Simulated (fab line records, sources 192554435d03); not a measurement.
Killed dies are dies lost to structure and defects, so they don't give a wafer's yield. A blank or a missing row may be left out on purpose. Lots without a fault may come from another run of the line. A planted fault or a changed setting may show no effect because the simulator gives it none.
Split-lot experiment | flow n5_finfet | 7 lots, 21 wafers read, on a route of 1938 steps

THE SPLIT
At N5_BEOL_M5_TRENCH_ETCH_37 (etches SiCOH lowk in C4F6/O2, target depth 71.652 nm, time 24.7 s), the setting bias_w was moved away from the recipe's 185 W on 5 of the 21 wafers read, by +12.4% to +15.3%. The other wafers ran this setting at the recipe's value.

The reading is taken at the split's own step.

THE READING
rf_vpp_V, in V, at N5_BEOL_M5_TRENCH_ETCH_37 (etches SiCOH lowk in C4F6/O2, target depth 71.652 nm, time 24.7 s). Fault-free wafers of this fab line usually give 668 V, standard deviation 11 V.

wafer  | tool, chamber at the split | bias_w as run, W | against the recipe | rf_vpp_V, V | against lot-mates on the recipe
L081.1 | rie_diel-01, 3             | 185              | recipe             | 659         | -
L081.3 | rie_diel-01, 1             | 207.9            | +12.4%             | 753         | +92
L081.6 | rie_diel-01, 0             | 185              | recipe             | 662         | -
L084.4 | rie_diel-05, 0             | 213.3            | +15.3%             | 763         | +105
L084.5 | rie_diel-05, 1             | 185              | recipe             | 658         | -
L084.6 | rie_diel-05, 0             | 213.3            | +15.3%             | 762         | +104
L088.2 | rie_diel-05, 3             | 185              | recipe             | 664         | -
L088.5 | rie_diel-05, 3             | 185              | recipe             | 665         | -
L088.6 | rie_diel-05, 2             | 185              | recipe             | 683         | -
L087.1 | rie_diel-01, 2             | 185              | recipe             | 650         | -
L087.4 | rie_diel-01, 0             | 212.5            | +14.9%             | 739         | +72
L087.5 | rie_diel-01, 1             | 185              | recipe             | 684         | -
L089.3 | rie_diel-05, 2             | 185              | recipe             | 683         | -
L089.5 | rie_diel-05, 2             | 185              | recipe             | 682         | -
L089.6 | rie_diel-05, 3             | 185              | recipe             | 664         | -
L095.1 | rie_diel-01, 2             | 185              | recipe             | 649         | -
L095.3 | rie_diel-01, 1             | 185              | recipe             | 686         | -
L095.6 | rie_diel-01, 3             | 185              | recipe             | 660         | -
L097.1 | rie_diel-05, 3             | 209.5            | +13.2%             | 734         | +62
L097.5 | rie_diel-05, 3             | 185              | recipe             | 664         | -
L097.6 | rie_diel-05, 0             | 185              | recipe             | 680         | -

THE FIT
A straight line over all 21 wafers: rf_vpp_V changes by +5.75 V for each +1% of bias_w; r = +0.95; the points scatter about the line by 13 V.
The same after taking each lot's own level away (the mean of its wafers on the recipe; 21 wafers): +6.13 V for each +1%; r = +0.95; scatter 13 V.
On that fit, the largest move of bias_w shifts the reading by 94 V.
The lots' own levels span 658.0 to 676.3 V, that is 1.7 times the standard deviation above.
So the lot-to-lot level changes the slope little: the two slopes agree.
Check: with one of the wafers moved furthest among these (+15.3%) left out of the fit, the line predicts +90.3 V for it against its lot-mates. It came out at +105 V against them.
Tool readings at the split's step, against how far the setting was moved: rf_vpp_V r = +0.95.

OTHER SPLITS ON THESE WAFERS
These wafers also went through other splits before the reading. Each is held against what the fit with the lots' levels taken away leaves over:
other split on the same wafers    | wafers away from the commonest value | r with rf_vpp_V (lot level and that fit taken away)
N5_BEOL_M0_SAQP_EXPOSE_37 dose_mj | 6                                    | -0.20
N5_BEOL_M0_CUTY_EXPOSE_54 dose_mj | 9                                    | +0.26
N5_BEOL_M0_ETCH_138 source_w      | 6                                    | +0.42
N5_BEOL_M2_COAT_73 spin_rpm       | 6                                    | +0.25
N5_BEOL_M5_VIA_ETCH_34 source_w   | 7                                    | -0.10

THE FILE'S OWN FIT
rf_vpp_V changes by +5.89 V for each +1% of bias_w, r = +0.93.
